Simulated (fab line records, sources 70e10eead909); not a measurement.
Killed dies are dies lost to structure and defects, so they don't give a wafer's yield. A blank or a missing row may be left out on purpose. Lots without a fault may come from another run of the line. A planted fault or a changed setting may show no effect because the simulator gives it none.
Chamber matching | flow nand_harc | NHARC_P_CONTACT_ETCH_35 on rie_diel-10: 4 sister chambers
The step etches the open film in CF4, target depth 39 nm, time 65 s. 18 wafers are shown with their chamber, then 9 later ones without.

WAFERS WITH THEIR CHAMBER
wafer  | chamber | drypump_motor_current_A (A) | rf_vpp_V (V) | oes_product_au (a.u.)
L074.4 | 1       | 5.5                         | 148.3        | 0.992
L074.5 | 1       | 5.5                         | 151.8        | 0.993
L074.6 | 0       | 5.6                         | 152.2        | 1.011
L078.1 | 0       | 5.6                         | 152.6        | 1.015
L078.4 | 3       | 5.0                         | 151.0        | 1.020
L078.5 | 3       | 5.0                         | 151.4        | 1.022
L080.1 | 2       | 5.2                         | 151.1        | 1.000
L080.2 | 3       | 5.0                         | 151.4        | 1.010
L080.3 | 0       | 5.6                         | 152.7        | 1.022
L080.4 | 1       | 5.5                         | 151.2        | 1.003
L080.5 | 2       | 5.3                         | 150.8        | 1.009
L080.6 | 3       | 5.0                         | 148.8        | 1.007
L081.1 | 0       | 5.6                         | 153.4        | 1.000
L081.5 | 0       | 5.6                         | 152.3        | 1.019
L081.6 | 3       | 5.0                         | 150.7        | 1.012
L085.1 | 1       | 5.5                         | 151.4        | 1.007
L085.3 | 3       | 5.0                         | 150.9        | 1.001
L085.4 | 2       | 5.3                         | 150.9        | 1.003

SIGNATURES (means of the wafers above)
reading                 | chamber 0 | chamber 1 | chamber 2 | chamber 3 | scatter within a chamber
drypump_motor_current_A | 5.600     | 5.500     | 5.267     | 5.000     | 0.0218
rf_vpp_V                | 152.640   | 150.675   | 150.933   | 150.700   | 0.977
oes_product_au          | 1.01340   | 0.99875   | 1.00400   | 1.01200   | 0.00762
Rule: a wafer's distance from a chamber is the root of the sum, over the readings, of the square of ((its reading less the chamber's mean) divided by the reading's scatter). The wafer belongs to the nearest chamber; if the next one is less than 2 further off, it can't be placed. The scatter: the root of (the sum of the squares of (reading less its chamber's mean) over the shown wafers, divided by (wafers less chambers)).

WAFERS WITHOUT THEIR CHAMBER
wafer  | drypump_motor_current_A (A) | rf_vpp_V (V) | oes_product_au (a.u.)
L088.2 | 5.5                         | 151.3        | 1.004
L088.4 | 5.6                         | 154.0        | 0.996
L088.5 | 5.5                         | 150.6        | 1.000
L096.1 | 5.3                         | 148.9        | 1.000
L096.3 | 5.0                         | 149.8        | 0.993
L096.6 | 5.6                         | 152.2        | 1.003
L097.3 | 5.5                         | 150.8        | 1.007
L097.4 | 5.5                         | 153.0        | 1.001
L097.6 | 5.6                         | 152.6        | 1.001

WHICH CHAMBER EACH WENT THROUGH
wafer  | from the rows above | in truth
L088.2 | 1                   | 1
L088.4 | 0                   | 0
L088.5 | 1                   | 1
L096.1 | 2                   | 2
L096.3 | 3                   | 3
L096.6 | 0                   | 0
L097.3 | 1                   | 1
L097.4 | 1                   | 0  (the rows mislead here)
L097.6 | 0                   | 0
Placed correctly: 8 of 9. Can't be placed from these rows: 0. Placed wrongly: 1.
